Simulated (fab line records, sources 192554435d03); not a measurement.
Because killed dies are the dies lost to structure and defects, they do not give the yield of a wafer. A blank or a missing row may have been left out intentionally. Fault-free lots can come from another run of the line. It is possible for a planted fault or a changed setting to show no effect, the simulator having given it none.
fab line records | flow n5_finfet | part 1 of 2: steps 1 to 20 of 33
record lots=5 | wafers=15 | last_day=16
route steps=1938 shown MOL_CONTACT_COAG@615 BEOL_M0_SAQP@632
lots that met no fault: from a run of the same line without faults
start_h: start of the lot's first displayed wafer, in hours after the record's first day | wait_h: hours elapsed since this lot's preceding step | " identical to the entry in the row above | L1.1+2: one row covering several wafers at once | - no value, or no start given | * or withheld: withheld | < > ~ a bound
route shown NAME@n: a module of which the file shows steps, and the number in the route of the first | usual: mean and standard deviation over wafers with no fault | same: alike in all rows | chamber/n: place in a boat | sites: the reading at each site | _std_site: their standard deviation | _edge_site: outer sites' mean less inner sites' | radius_mm: for every site, how far away it sits from the centre of the wafer | mask NAME#n: copy n | behind: the most recent tool/chamber to have shaped the wafer | hold: why the lot was held/for how many hours/how that ended | device: which transistor (n, p or np) failed to switch | end of line: tests of these same wafers at the route's end | a step without rows: its recipe alone | killed: not the wafer's yield, but the dies lost to structure and defects at the first sort | map: dies across one wafer; x = killed, . = not, _ = none there
set.NAME: setting as actually run; set.NAME@STEP: the setting as run at that earlier step | model.NAME: the simulator's own value behind a step, which no gauge read
a table for each step, a row for each wafer; lots at some steps of the route
services: the hour from which a tool's chamber was out of use, counted from the record's first day as start_h (under 0 if before that day), plus the number of hours and why
## steps
# step N5_MOL_CONTACT_COAG_VIA_ETCH_117
# recipe chemistry=C4F6/O2 | target_depth_a=400 | overetch_a=80 | mask_material=SOC | target=SiO2 | bias_w=455 | pressure_mtorr=10 | time_s=26 | source_w=325 | Ar_flow_sccm=300 | C4F6_flow_sccm=10 | O2_flow_sccm=10 | ion_energy_ev=575.3 | ends=end_point
# usual drypump_motor_current_A=5.9/0.49 | oes_f_703_au=0.79/0.072 | oes_product_au=0.71/0.067 | rf_vpp_V=1590/12 | showerhead_plenum_p_Torr=2.86/0.088 | throttle_valve_pct=40.9/0.32
lot.wafer | tool        | chamber | start_h | wait_h | drypump_motor_current_A | oes_f_703_au | oes_product_au | rf_hours_counter_h | rf_vpp_V | showerhead_plenum_p_Torr | throttle_valve_pct
L074.1    | rie_diel-04 | 3       | 97.14   | 0.0    | 5.7                     | 0.75         | 0.67           | 162                | 1592     | 2.97                     | 40.7
L074.2    | "           | 1       | "       | "      | 5.7                     | 0.82         | 0.72           | 97                 | 1592     | 2.86                     | 41.2
L074.6    | "           | 3       | "       | "      | 5.7                     | 0.75         | 0.68           | -                  | 1590     | 2.96                     | 40.7
L075.1    | rie_diel-05 | 1       | 116.99  | 0.0    | 6.3                     | 0.69         | 0.63           | 229                | 1618     | 2.93                     | 41.1
L075.4    | "           | 2       | "       | "      | 6.6                     | 0.81         | 0.73           | 121                | 1585     | 2.86                     | 40.7
L075.6    | "           | 0       | "       | "      | 5.6                     | 0.83         | 0.78           | -                  | 1596     | 2.77                     | 40.5
L076.1    | rie_diel-01 | 3       | 117.14  | 0.0    | 5.1                     | 0.74         | 0.65           | 202                | 1569     | 2.71                     | 40.9
L076.3    | "           | 0       | "       | "      | 5.5                     | 0.90         | 0.81           | 35                 | 1590     | 2.90                     | 41.5
L076.5    | "           | 1       | "       | "      | 6.6                     | 0.89         | 0.80           | -                  | 1599     | 2.90                     | 41.6
L089.3    | rie_diel-04 | 1       | 196.90  | 0.0    | 5.7                     | 0.78         | 0.69           | 138                | 1592     | 2.84                     | 41.2
L089.5    | "           | 1       | "       | "      | 5.7                     | 0.78         | 0.69           | -                  | 1590     | 2.84                     | 41.2
L089.6    | "           | 2       | "       | "      | 5.8                     | 0.94         | 0.85           | -                  | 1569     | 2.91                     | 40.9
L096.3    | rie_diel-04 | 3       | 234.88  | 0.0    | 5.7                     | 0.71         | 0.64           | 216                | 1589     | 2.94                     | 40.8
L096.4    | "           | 1       | "       | "      | 5.7                     | 0.77         | 0.68           | -                  | 1588     | 2.83                     | 41.2
L096.5    | "           | 3       | "       | "      | 5.7                     | 0.71         | 0.64           | -                  | 1589     | 2.94                     | 40.8
# step N5_MOL_CONTACT_COAG_ETCH_124
# recipe chemistry=CH3F/O2 | target=SiNx | target_depth_a=65 | mask_material=SOC | stop_on=SiOC | over_etch_frac=0.3 | ion_energy_ev=120 | pressure_mtorr=30 | source_w=395 | bias_w=73 | Ar_flow_sccm=150 | CH3F_flow_sccm=30 | O2_flow_sccm=20 | ends=end_point
# usual drypump_motor_current_A=5.9/0.49 | oes_f_703_au=0.79/0.072 | oes_product_au=0.68/0.065 | rf_vpp_V=297.9/2.4 | showerhead_plenum_p_Torr=2.01/0.064 | throttle_valve_pct=16.31/0.2
lot.wafer | tool        | chamber | start_h | wait_h | drypump_motor_current_A | oes_f_703_au | oes_product_au | rf_hours_counter_h | rf_vpp_V | showerhead_plenum_p_Torr | throttle_valve_pct
L074.1    | rie_diel-04 | 3       | 97.17   | 0.0    | 5.6                     | 0.75         | 0.65           | 162                | 297.5    | 2.09                     | 16.12
L074.2    | "           | 1       | "       | "      | 5.7                     | 0.83         | 0.69           | 97                 | 297.2    | 2.01                     | 16.49
L074.6    | "           | 3       | "       | "      | 5.6                     | 0.76         | 0.64           | -                  | 298.8    | 2.09                     | 16.11
L075.1    | rie_diel-05 | 1       | 117.02  | 0.0    | 6.2                     | 0.68         | 0.59           | 229                | 302.9    | 2.06                     | 16.42
L075.4    | "           | 2       | "       | "      | 6.6                     | 0.80         | 0.69           | 121                | 296.6    | 2.01                     | 16.29
L075.6    | "           | 0       | "       | "      | 5.6                     | 0.83         | 0.73           | -                  | 300.5    | 1.95                     | 16.10
L076.1    | rie_diel-01 | 3       | 117.17  | 0.0    | 5.1                     | 0.74         | 0.63           | 202                | 294.4    | 1.91                     | 16.39
L076.3    | "           | 0       | "       | "      | 5.4                     | 0.91         | 0.78           | 35                 | 297.4    | 2.04                     | 16.52
L076.5    | "           | 1       | "       | "      | 6.6                     | 0.89         | 0.77           | -                  | 300.1    | 2.04                     | 16.54
L089.3    | rie_diel-04 | 1       | 196.93  | 0.0    | 5.7                     | 0.79         | 0.65           | 138                | 298.0    | 2.00                     | 16.58
L089.5    | "           | 1       | "       | "      | 5.7                     | 0.78         | 0.66           | -                  | 297.3    | 2.00                     | 16.57
L089.6    | "           | 2       | "       | "      | 5.7                     | 0.94         | 0.80           | -                  | 293.2    | 2.05                     | 15.77
L096.3    | rie_diel-04 | 3       | 234.91  | 0.0    | 5.7                     | 0.72         | 0.60           | 216                | 297.8    | 2.07                     | 16.23
L096.4    | "           | 1       | "       | "      | 5.7                     | 0.77         | 0.65           | -                  | 299.0    | 1.99                     | 16.60
L096.5    | "           | 3       | "       | "      | 5.6                     | 0.71         | 0.60           | -                  | 298.4    | 2.07                     | 16.23
# step N5_MOL_CONTACT_COAG_ETCH_48
# recipe chemistry=C4F6/O2 | target_depth_a=150 | overetch_a=45 | mask_material=SOC | target=SiOC | bias_w=465 | pressure_mtorr=10 | time_s=17 | source_w=335 | Ar_flow_sccm=300 | C4F6_flow_sccm=10 | O2_flow_sccm=10 | ion_energy_ev=576
# usual drypump_motor_current_A=5.9/0.49 | oes_f_703_au=0.78/0.072 | oes_product_au=0.66/0.068 | rf_vpp_V=1591/12 | showerhead_plenum_p_Torr=2.86/0.088 | throttle_valve_pct=40.5/0.31
lot.wafer | tool        | chamber | start_h | wait_h | drypump_motor_current_A | oes_f_703_au | oes_product_au | rf_hours_counter_h | rf_vpp_V | showerhead_plenum_p_Torr | throttle_valve_pct
L074.1    | rie_diel-04 | 3       | 97.21   | 0.0    | 5.7                     | 0.76         | 0.66           | 162                | 1592     | 2.97                     | 40.3
L074.2    | "           | 1       | "       | "      | 5.8                     | 0.82         | 0.68           | 97                 | 1593     | 2.86                     | 40.7
L074.6    | "           | 3       | "       | "      | 5.7                     | 0.75         | 0.60           | -                  | 1593     | 2.97                     | 40.3
L075.1    | rie_diel-05 | 1       | 117.06  | 0.0    | 6.3                     | 0.68         | 0.56           | 229                | 1621     | 2.93                     | 40.7
L075.4    | "           | 2       | "       | "      | 6.6                     | 0.81         | 0.64           | 121                | 1587     | 2.86                     | 40.3
L075.6    | "           | 0       | "       | "      | 5.6                     | 0.83         | 0.71           | -                  | 1598     | 2.77                     | 40.1
L076.1    | rie_diel-01 | 3       | 117.21  | 0.0    | 5.1                     | 0.74         | 0.58           | 202                | 1572     | 2.71                     | 40.4
L076.3    | "           | 0       | "       | "      | 5.5                     | 0.90         | 0.75           | 35                 | 1592     | 2.90                     | 41.0
L076.5    | "           | 1       | "       | "      | 6.6                     | 0.89         | 0.75           | -                  | 1603     | 2.90                     | 41.1
L089.3    | rie_diel-04 | 1       | 196.97  | 0.0    | 5.7                     | 0.79         | 0.66           | 138                | 1591     | 2.84                     | 40.8
L089.5    | "           | 1       | "       | "      | 5.7                     | 0.78         | 0.67           | -                  | 1589     | 2.84                     | 40.8
L089.6    | "           | 2       | "       | "      | 5.7                     | 0.94         | 0.82           | -                  | 1568     | 2.91                     | 40.4
L096.3    | rie_diel-04 | 3       | 234.95  | 0.0    | 5.7                     | 0.71         | 0.57           | 216                | 1591     | 2.94                     | 40.3
L096.4    | "           | 1       | "       | "      | 5.7                     | 0.77         | 0.63           | -                  | 1589     | 2.83                     | 40.8
L096.5    | "           | 3       | "       | "      | 5.6                     | 0.71         | 0.59           | -                  | 1590     | 2.94                     | 40.3
# step N5_MOL_CONTACT_COAG_STRIP_72
# recipe chemistry=N2/H2 | power_w=450 | temp_c=40 | pressure_mtorr=20 | rf_frequency_hz=6e+07 | overash_fraction=3 | bias_power_w=7 | h2_frac=0.5 | n2_flow_sccm=200 | h2_flow_sccm=200
# usual drypump_motor_current_A=5.9/0.49 | n2_flow_sccm=200.0/0.63 | oes_product_au=0.79/0.079 | rf_vpp_V=59.2/2.1 | showerhead_plenum_p_Torr=2.55/0.079 | throttle_valve_pct=23.5/0.31
lot.wafer | tool        | chamber | start_h | wait_h | drypump_motor_current_A | n2_flow_sccm | oes_product_au | rf_hours_counter_h | rf_vpp_V | showerhead_plenum_p_Torr | throttle_valve_pct
L074.1    | rie_diel-04 | 3       | 97.26   | 0.0    | 5.7                     | 200.3        | 0.75           | 162                | 64.5     | 2.64                     | 23.2
L074.2    | "           | 1       | "       | "      | 5.8                     | 200.0        | 0.82           | 97                 | 58.2     | 2.56                     | 23.9
L074.6    | "           | 3       | "       | "      | 5.7                     | 201.0        | 0.75           | -                  | 58.3     | 2.64                     | 23.2
L075.1    | rie_diel-05 | 1       | 117.11  | 0.0    | 6.3                     | 200.3        | 0.70           | 229                | 57.2     | 2.61                     | 23.5
L075.4    | "           | 2       | "       | "      | 6.6                     | 200.2        | 0.80           | 121                | 57.1     | 2.56                     | 23.4
L075.6    | "           | 0       | "       | "      | 5.6                     | 200.0        | 0.86           | -                  | 59.7     | 2.46                     | 23.1
L076.1    | rie_diel-01 | 3       | 117.26  | 0.0    | 5.1                     | 199.6        | 0.73           | 202                | 63.1     | 2.41                     | 23.4
L076.3    | "           | 0       | "       | "      | 5.5                     | 199.2        | 0.90           | 35                 | 57.7     | 2.59                     | 23.9
L076.5    | "           | 1       | "       | "      | 6.6                     | 199.2        | 0.91           | -                  | 59.0     | 2.58                     | 24.2
L089.3    | rie_diel-04 | 1       | 197.03  | 0.0    | 5.7                     | 199.8        | 0.76           | 138                | 57.9     | 2.54                     | 24.0
L089.5    | "           | 1       | "       | "      | 5.7                     | 200.1        | 0.76           | -                  | 57.4     | 2.54                     | 24.0
L089.6    | "           | 2       | "       | "      | 5.8                     | 201.6        | 0.95           | -                  | 57.7     | 2.60                     | 23.2
L096.3    | rie_diel-04 | 3       | 235.01  | 0.0    | 5.6                     | 199.8        | 0.71           | 216                | 57.8     | 2.61                     | 23.3
L096.4    | "           | 1       | "       | "      | 5.7                     | 200.5        | 0.76           | -                  | 61.9     | 2.54                     | 24.0
L096.5    | "           | 3       | "       | "      | 5.6                     | 199.7        | 0.69           | -                  | 59.9     | 2.61                     | 23.3
# step N5_MOL_CONTACT_COAG_STRIP_49
# recipe chemistry=N2/H2 | time_s=30 | power_w=1000 | temp_c=250 | pressure_mtorr=withheld | n2_flow_sccm=1750 | h2_flow_sccm=3250
# usual drypump_motor_current_A=6.08/0.3 | heater_power_w=312/17 | n2_flow_sccm=1751/5
lot.wafer | tool            | chamber | start_h | wait_h | drypump_motor_current_A | heater_power_w | n2_flow_sccm | rf_hours_counter_h
L074.1    | plasma_asher-02 | 1       | 97.34   | -      | 6.47                    | 322            | 1750         | 93
L074.2    | "               | 0       | "       | "      | 6.38                    | 325            | 1743         | 93
L074.6    | "               | 1       | "       | "      | 6.42                    | 320            | 1751         | -
L075.1    | plasma_asher-01 | 0       | 117.19  | -      | 5.78                    | 314            | 1749         | 44
L075.4    | "               | 0       | "       | "      | 5.78                    | 323            | 1756         | -
L075.6    | "               | 0       | "       | "      | 5.77                    | 314            | 1758         | -
L076.1    | plasma_asher-02 | 1       | 117.34  | -      | 6.48                    | 327            | 1749         | 96
L076.3    | "               | 0       | "       | "      | 6.42                    | 335            | 1742         | -
L076.5    | "               | 0       | "       | "      | 6.40                    | 324            | 1743         | -
L089.3    | plasma_asher-02 | 1       | 197.13  | -      | 6.45                    | 316            | 1755         | -
L089.5    | "               | 0       | "       | "      | 6.38                    | 331            | 1739         | -
L089.6    | "               | 1       | "       | "      | 6.42                    | 329            | 1757         | -
L096.3    | plasma_asher-01 | 0       | 235.11  | -      | 5.73                    | 315            | 1753         | -
L096.4    | "               | 1       | "       | "      | 5.90                    | 286            | 1752         | -
L096.5    | "               | 1       | "       | "      | 5.90                    | 295            | 1746         | -
# step N5_MOL_CONTACT_COAG_PRECLEAN_138
# recipe chemistry=alkaline_clean | temp_c=60 | time_s=60 | do_ppb=50
lot.wafer  | tool         | chamber | start_h | wait_h
L074.1+2+6 | wet_bench-01 | 5,6,1   | 97.43   | 0.1
L075.1+4+6 | wet_bench-04 | 3,5,2   | 117.28  | 0.1
L076.1+3+5 | wet_bench-01 | 4,1,3   | 117.43  | 0.1
L089.3+5+6 | wet_bench-01 | 1,5,7   | 197.19  | 0.0
L096.3+4+5 | wet_bench-06 | 6,0,5   | 235.17  | 0.0
# step N5_MOL_CONTACT_COAG_SRD_139
# recipe dry=ipa_marangoni | time_s=30 | temp_c=23 | rinse_liquid=diw
lot.wafer  | tool         | chamber | start_h | wait_h
L074.1+2+6 | wet_bench-01 | 5,6,1   | 97.45   | 0.0
L075.1+4+6 | wet_bench-04 | 3,5,2   | 117.30  | 0.0
L076.1+3+5 | wet_bench-01 | 4,1,3   | 117.45  | 0.0
L089.3+5+6 | wet_bench-01 | 1,5,7   | 197.21  | 0.0
L096.3+4+5 | wet_bench-06 | 6,0,5   | 235.20  | 0.0
# step N5_MOL_CONTACT_COAG_CD_MEAS_101
# recipe target_cd_nm=16
# usual cd_nm=15.94/0.28
lot.wafer | tool      | chamber | start_h | wait_h | cd_nm
L074.1    | cd_sem-01 | -       | 97.49   | 0.0    | 16.32
L074.2    | "         | -       | "       | "      | 15.88
L074.6    | "         | -       | "       | "      | 16.27
L075.1    | cd_sem-02 | -       | 117.34  | 0.0    | 16.09
L075.4    | "         | -       | "       | "      | 16.10
L075.6    | "         | -       | "       | "      | 15.77
L076.1    | cd_sem-02 | -       | 117.49  | 0.0    | 15.84
L076.3    | "         | -       | "       | "      | 15.87
L076.5    | "         | -       | "       | "      | 15.73
L089.3    | cd_sem-02 | -       | 197.26  | 0.0    | 15.96
L089.5    | "         | -       | "       | "      | 15.83
L089.6    | "         | -       | "       | "      | 15.69
L096.3    | cd_sem-03 | -       | 235.24  | 0.0    | 15.40
L096.4    | "         | -       | "       | "      | 15.89
L096.5    | "         | -       | "       | "      | 16.13
# step N5_MOL_CONTACT_COAG_PRE_CLEAN_121
# recipe gas=H2/He | time_s=* | temp_c=withheld
lot.wafer  | tool     | chamber | start_h | wait_h
L074.1+2+6 | cvd_w-01 | 0,1,1   | 97.53   | 0.0
L075.1+4+6 | cvd_w-01 | 1,1,0   | 117.38  | 0.0
L076.1+3+5 | cvd_w-02 | 0,1,0   | 117.53  | 0.0
L089.3+5+6 | cvd_w-01 | 0,0,1   | 197.33  | 0.1
L096.3+4+5 | cvd_w-01 | 0,1,0   | 235.31  | 0.1
# step N5_MOL_CONTACT_COAG_CVD_140
# recipe material=W | target_thk_a=665 | mode=selective_fill | temp_c=300 | time_s=215
# usual heater_power_w=483/58
lot.wafer | tool     | chamber | start_h | wait_h | heater_power_w
L074.1    | cvd_w-01 | 0       | 97.62   | 0.1    | 543
L074.2    | "        | 1       | "       | "      | 450
L074.6    | "        | 1       | "       | "      | 460
L075.1    | cvd_w-01 | 1       | 117.47  | 0.1    | 451
L075.4    | "        | 1       | "       | "      | 442
L075.6    | "        | 0       | "       | "      | 553
L076.1    | cvd_w-02 | 0       | 117.62  | 0.1    | 469
L076.3    | "        | 1       | "       | "      | 399
L076.5    | "        | 0       | "       | "      | 462
L089.3    | cvd_w-01 | 0       | 197.47  | 0.1    | 559
L089.5    | "        | 0       | "       | "      | 556
L089.6    | "        | 1       | "       | "      | 463
L096.3    | cvd_w-01 | 0       | 235.45  | 0.1    | 541
L096.4    | "        | 1       | "       | "      | 454
L096.5    | "        | 0       | "       | "      | 557
# step N5_MOL_CONTACT_COAG_PRECLEAN_127
# recipe chemistry=DIW | time_s=57.5 | temp_c=23
lot.wafer  | tool         | chamber | start_h | wait_h
L074.1+2+6 | wet_bench-06 | 6,2,5   | 97.89   | 0.2
L075.1+4+6 | wet_bench-06 | 7,5,4   | 117.74  | 0.2
L076.1+3+5 | wet_bench-06 | 3,0,1   | 117.89  | 0.2
L089.3+5+6 | wet_bench-06 | 5,6,4   | 197.66  | 0.1
L096.3+4+5 | wet_bench-01 | 0,2,4   | 235.64  | 0.1
# step N5_MOL_CONTACT_COAG_SRD_128
# recipe dry_time_s=32 | dry=n2_spin | spin_rpm=1500
lot.wafer  | tool         | chamber | start_h | wait_h
L074.1+2+6 | wet_bench-06 | 6,2,5   | 97.91   | 0.0
L075.1+4+6 | wet_bench-06 | 7,5,4   | 117.76  | 0.0
L076.1+3+5 | wet_bench-06 | 3,0,1   | 117.91  | 0.0
L089.3+5+6 | wet_bench-06 | 5,6,4   | 197.68  | 0.0
L096.3+4+5 | wet_bench-01 | 0,2,4   | 235.66  | 0.0
# step N5_MOL_CONTACT_COAG_CMP_52
# recipe stop_on=SiO2 | t_overpolish_s=1.5 | post_cmp_clean=w_dilute_nh4oh | down_force_psi=4 | platen_rpm=50.289 | pad_velocity_m_s=1.0006 | target_thk_nm=66.5
# usual head_pressure_psi=4.000/0.0086 | motor_current_A=12.2/0.89 | overpolish_run_s=1.499/0.0089 | time_to_endpoint_s=14.3/2.4
lot.wafer | tool   | chamber | start_h | wait_h | head_pressure_psi | motor_current_A | overpolish_run_s | time_to_endpoint_s
L074.1    | cmp-04 | 1       | 98.03   | 0.1    | 3.996             | 11.9            | 1.495            | 15.1
L074.2    | "      | 3       | "       | "      | 4.001             | 13.3            | 1.511            | 15.3
L074.6    | "      | 1       | "       | "      | 3.994             | 12.1            | 1.507            | 13.8
L075.1    | cmp-03 | 1       | 117.80  | 0.0    | 3.995             | 12.1            | 1.499            | 11.7
L075.4    | "      | 2       | "       | "      | 3.986             | 11.9            | 1.498            | 10.0
L075.6    | "      | 1       | "       | "      | 4.000             | 11.5            | 1.465            | 11.5
L076.1    | cmp-02 | 3       | 117.94  | 0.0    | 3.992             | 12.1            | 1.497            | 16.6
L076.3    | "      | 1       | "       | "      | 4.009             | 11.9            | 1.485            | 15.3
L076.5    | "      | 0       | "       | "      | 4.006             | 13.0            | 1.502            | 15.2
L089.3    | cmp-03 | 3       | 197.82  | 0.1    | 4.007             | 13.3            | 1.507            | 13.8
L089.6    | "      | 0       | "       | "      | 4.014             | 11.1            | 1.488            | 13.1
L089.5    | "      | 1       | "       | "      | 4.001             | 12.3            | 1.492            | 14.8
L096.3    | cmp-02 | 1       | 235.77  | 0.1    | 3.993             | 12.6            | 1.492            | 14.5
L096.4    | "      | 2       | "       | "      | 3.988             | 11.2            | 1.501            | 17.3
L096.5    | "      | 0       | "       | "      | 4.009             | 13.2            | 1.504            | 13.0
# step N5_MOL_CONTACT_COAG_THK_MEAS_53
# recipe reads=SiO2_of_MOL_CONTACT_COAG_PECVD_31
# usual VIA_MOL_THK=43.7/0.56
lot.wafer | tool          | chamber | start_h | wait_h | VIA_MOL_THK[nm]
L074.1    | film_metro-02 | -       | 98.28   | -      | 44.2
L074.2    | "             | -       | "       | "      | 44.2
L074.6    | "             | -       | "       | "      | 45.3
L075.1    | film_metro-02 | -       | 118.09  | -      | 43.0
L075.4    | "             | -       | "       | "      | 44.0
L075.6    | "             | -       | "       | "      | 44.0
L076.1    | film_metro-02 | -       | 118.24  | -      | 43.5
L076.3    | "             | -       | "       | "      | 43.5
L076.5    | "             | -       | "       | "      | 44.8
L089.3    | film_metro-01 | -       | 198.01  | -      | 43.2
L089.5    | "             | -       | "       | "      | 44.3
L089.6    | "             | -       | "       | "      | 43.8
L096.3    | film_metro-02 | -       | 235.99  | -      | 44.0
L096.4    | "             | -       | "       | "      | 44.6
L096.5    | "             | -       | "       | "      | 44.6
# step N5_MOL_CONTACT_COAG_ANNEAL_112
# recipe temp_c=400 | time_s=1800 | ambient=HPD2 | pressure_atm=10
# usual wafer_temp_C_max=401.8/0.36 | zone_power_top_pct=20.47/0.21
lot.wafer | tool         | chamber | start_h | wait_h | wafer_temp_C_max | zone_power_top_pct
L074.1    | hp_anneal-01 | 0       | 99.23   | 1.0    | 401.3            | 21.08
L074.2    | "            | 0       | "       | "      | 401.5            | 20.54
L074.6    | "            | 0       | "       | "      | 402.1            | 20.28
L075.1    | hp_anneal-01 | 0       | 118.12  | 0.0    | 402.0            | 20.60
L075.4    | "            | 0       | "       | "      | 401.7            | 20.36
L075.6    | "            | 0       | "       | "      | 402.0            | 20.45
L076.1    | hp_anneal-01 | 0       | 121.12  | 2.9    | 401.4            | 20.30
L076.3    | "            | 0       | "       | "      | 401.1            | 20.60
L076.5    | "            | 0       | "       | "      | 401.7            | 20.68
L089.3    | hp_anneal-01 | 0       | 198.03  | 0.0    | 402.3            | 20.53
L089.5    | "            | 0       | "       | "      | 401.6            | 20.48
L089.6    | "            | 0       | "       | "      | 402.2            | 20.21
L096.3    | hp_anneal-01 | 0       | 236.02  | 0.0    | 401.7            | 20.58
L096.4    | "            | 0       | "       | "      | 402.3            | 20.68
L096.5    | "            | 0       | "       | "      | 402.0            | 20.20
# step N5_MOL_CONTACT_COAG_INSPECT_97
# recipe inspect_instrument=darkfield | mode=post_anneal
# usual raw_defect_count=42/15
lot.wafer | tool              | chamber | start_h | wait_h | raw_defect_count
L074.1    | defect_inspect-01 | -       | 102.27  | 0.0    | 76
L074.2    | "                 | -       | "       | "      | 36
L074.6    | "                 | -       | "       | "      | 31
L075.1    | defect_inspect-01 | -       | 121.14  | 0.0    | 44
L075.4    | "                 | -       | "       | "      | 47
L075.6    | "                 | -       | "       | "      | 49
L076.1    | defect_inspect-02 | -       | 124.15  | 0.0    | 58
L076.3    | "                 | -       | "       | "      | 44
L076.5    | "                 | -       | "       | "      | 38
L089.3    | defect_inspect-02 | -       | 201.10  | 0.1    | 45
L089.5    | "                 | -       | "       | "      | 47
L089.6    | "                 | -       | "       | "      | 41
L096.3    | defect_inspect-02 | -       | 239.08  | 0.1    | 36
L096.4    | "                 | -       | "       | "      | 40
L096.5    | "                 | -       | "       | "      | 34
# step N5_BEOL_M0_SAQP_PECVD_00
# recipe material=SiCN | target_thk_a=80 | temp_c=withheld | precursor=3MS/NH3 | pressure_torr=3 | rf_w=202 | time_s=14
# usual showerhead_plenum_p_Torr=3.666/0.014 | throttle_valve_pct=9.1/0.53
lot.wafer | tool     | chamber | start_h | wait_h | showerhead_plenum_p_Torr | throttle_valve_pct
L074.1    | pecvd-01 | 1       | 102.60  | 0.2    | 3.656                    | 8.5
L074.2    | "        | 2       | "       | "      | 3.629                    | 8.2
L074.6    | "        | 0       | "       | "      | 3.678                    | 8.9
L075.1    | pecvd-04 | 2       | 121.47  | 0.2    | 3.645                    | 10.4
L075.4    | "        | 1       | "       | "      | 3.674                    | 9.1
L075.6    | "        | 2       | "       | "      | 3.655                    | 10.6
L076.1    | pecvd-04 | 0       | 124.49  | 0.2    | 3.680                    | 9.2
L076.3    | "        | 1       | "       | "      | 3.672                    | 9.1
L076.5    | "        | 2       | "       | "      | 3.650                    | 10.9
L089.3    | pecvd-03 | 2       | 201.41  | 0.1    | 3.660                    | 8.6
L089.5    | "        | 1       | "       | "      | 3.669                    | 9.1
L089.6    | "        | 2       | "       | "      | 3.658                    | 8.9
L096.3    | pecvd-01 | 0       | 239.38  | 0.1    | 3.678                    | 9.1
L096.4    | "        | 0       | "       | "      | 3.687                    | 9.0
L096.5    | "        | 2       | "       | "      | 3.637                    | 8.2
# step N5_BEOL_M0_SAQP_ILD_DEP_01
# recipe material=SiOC | target_thk_a=454.19 | temp_c=350 | precursor=DEMS/O2 | pressure_torr=5 | rf_w=500 | time_s=8.7
# usual heater_power_w=503/76 | showerhead_plenum_p_Torr=5.696/0.018 | throttle_valve_pct=12.0/0.66
lot.wafer | tool     | chamber | start_h | wait_h | heater_power_w | showerhead_plenum_p_Torr | throttle_valve_pct
L074.1    | pecvd-01 | 1       | 102.63  | 0.0    | 385            | 5.686                    | 11.5
L074.2    | "        | 2       | "       | "      | 536            | 5.658                    | 11.0
L074.6    | "        | 0       | "       | "      | 518            | 5.719                    | 11.8
L075.1    | pecvd-04 | 2       | 121.50  | 0.0    | 580            | 5.693                    | 13.7
L075.4    | "        | 1       | "       | "      | 689            | 5.719                    | 12.2
L075.6    | "        | 2       | "       | "      | 585            | 5.686                    | 13.7
L076.1    | pecvd-04 | 0       | 124.51  | 0.0    | 492            | 5.711                    | 12.4
L076.3    | "        | 1       | "       | "      | 563            | 5.701                    | 12.0
L076.5    | "        | 2       | "       | "      | 613            | 5.679                    | 13.9
L089.3    | pecvd-03 | 2       | 201.45  | 0.0    | 406            | 5.676                    | 11.6
L089.5    | "        | 1       | "       | "      | 487            | 5.694                    | 12.0
L089.6    | "        | 2       | "       | "      | 414            | 5.703                    | 11.4
L096.3    | pecvd-01 | 0       | 239.41  | 0.0    | 561            | 5.704                    | 11.9
L096.4    | "        | 0       | "       | "      | 461            | 5.716                    | 11.8
L096.5    | "        | 2       | "       | "      | 446            | 5.667                    | 11.1
# step N5_BEOL_M0_SAQP_HM_DEP_02
# recipe material=TiN | target_thk_a=120 | temp_c=25 | chamber_pressure_pa=0.49996
# usual chamber_pressure_pa=0.5000/0.0012 | throttle_valve_pct=29.7/1.4
lot.wafer | tool           | chamber | start_h | wait_h | chamber_pressure_pa | throttle_valve_pct
L074.1    | pvd_sputter-02 | -       | 103.63  | 1.0    | 0.4974              | 30.6
L074.2    | "              | -       | "       | "      | 0.4993              | 29.5
L074.6    | "              | -       | "       | "      | 0.5000              | 30.7
L075.1    | pvd_sputter-01 | -       | 122.70  | 1.2    | 0.4984              | 26.5
L075.4    | "              | -       | "       | "      | 0.5000              | 27.7
L075.6    | "              | -       | "       | "      | 0.4998              | 27.6
L076.1    | pvd_sputter-03 | -       | 125.78  | 1.3    | 0.5023              | 28.8
L076.3    | "              | -       | "       | "      | 0.5017              | 31.1
L076.5    | "              | -       | "       | "      | 0.4985              | 30.8
L089.3    | pvd_sputter-01 | -       | 201.50  | 0.0    | 0.4999              | 30.5
L089.5    | "              | -       | "       | "      | 0.5012              | 26.7
L089.6    | "              | -       | "       | "      | 0.4997              | 30.6
L096.3    | pvd_sputter-02 | -       | 239.82  | 0.4    | 0.4987              | 29.3
L096.4    | "              | -       | "       | "      | 0.5002              | 30.8
L096.5    | "              | -       | "       | "      | 0.4986              | 30.6
# step N5_BEOL_M0_SAQP_PECVD_03
# recipe material=SiCN | target_thk_a=120 | temp_c=withheld | precursor=3MS/NH3 | pressure_torr=3 | rf_w=202 | time_s=21.1
# usual showerhead_plenum_p_Torr=3.664/0.017 | throttle_valve_pct=9.0/0.54
lot.wafer | tool     | chamber | start_h | wait_h | showerhead_plenum_p_Torr | throttle_valve_pct
L074.1    | pecvd-01 | 0       | 103.75  | 0.1    | 3.688                    | 9.1
L074.2    | "        | 1       | "       | "      | 3.661                    | 8.4
L074.6    | "        | 1       | "       | "      | 3.665                    | 8.8
L075.1    | pecvd-01 | 0       | 122.83  | 0.1    | 3.691                    | 9.1
L075.4    | "        | 0       | "       | "      | 3.679                    | 9.4
L075.6    | "        | 2       | "       | "      | 3.635                    | 8.4
L076.1    | pecvd-01 | 1       | 125.92  | 0.1    | 3.670                    | 8.7
L076.3    | "        | 0       | "       | "      | 3.683                    | 9.3
L076.5    | "        | 0       | "       | "      | 3.677                    | 8.7
L089.3    | pecvd-04 | 2       | 201.62  | 0.1    | 3.648                    | 10.7
L089.5    | "        | 1       | "       | "      | 3.665                    | 9.3
L089.6    | "        | 2       | "       | "      | 3.650                    | 10.6
L096.3    | pecvd-01 | 0       | 239.94  | 0.1    | 3.675                    | 9.2
L096.4    | "        | 1       | "       | "      | 3.666                    | 8.7
L096.5    | "        | 2       | "       | "      | 3.645                    | 8.3
